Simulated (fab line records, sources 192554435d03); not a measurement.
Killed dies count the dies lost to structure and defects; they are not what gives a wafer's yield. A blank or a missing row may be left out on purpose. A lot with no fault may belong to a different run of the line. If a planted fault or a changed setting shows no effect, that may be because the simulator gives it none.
Chamber matching	flow n5_finfet	N5_BEOL_M0_SAQP_SPACER2_ALD_26 on ald_sin-02 has 4 sister chambers
The step deposits SiO2, target thk 15 nm, pulse time 1 s, purge time 2 s. 8 wafers are shown with their chamber, then 11 later ones without.

EACH WAFER AND ITS CHAMBER
wafer	chamber	heater_power_w (W)	susceptor_temp_C (C)
L081.5	2	480	299.93
L084.4	2	489	300.25
L085.2	3	363	300.14
L085.3	1	502	300.08
L091.1	0	510	299.54
L091.3	3	366	300.41
L091.6	0	497	299.74
L092.2	1	503	300.33

WAFERS WITHOUT THEIR CHAMBER
wafer	heater_power_w (W)	susceptor_temp_C (C)
L092.5	506	300.19
L092.6	485	300.03
L093.1	506	299.87
L093.3	496	300.06
L093.6	374	299.73
L094.1	510	299.88
L094.2	489	299.97
L094.3	372	300.00
L095.2	483	300.11
L095.3	384	299.84
L095.6	498	300.13

WHICH CHAMBER EACH WENT THROUGH
wafer	from the rows above	in truth
L092.5	1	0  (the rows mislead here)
L092.6	2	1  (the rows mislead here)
L093.1	can't be placed: 0 or 1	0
L093.3	can't be placed: 1 or 2 or 0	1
L093.6	3	3
L094.1	can't be placed: 0 or 1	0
L094.2	can't be placed: 2 or 1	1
L094.3	3	3
L095.2	2	2
L095.3	3	3
L095.6	can't be placed: 1 or 2 or 0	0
Placed correctly: 4 of 11. Can't be placed from these rows: 5 (the true chamber is among the candidates in 5). 2 placed wrongly.
How it was worked out, from the rows above alone: a wafer's distance from a chamber is the root of the sum, over the readings, of the square of ((its reading less the chamber's mean) divided by the reading's scatter). If the next closest chamber is less than 2 further off than the closest, the wafer can't be placed; otherwise it belongs to the closest. A chamber's mean is the mean of its shown wafers. How the scatter is found: for the shown wafers, subtract from each reading the mean of its chamber, square and add these, divide the total by (wafers less chambers), then take the root.
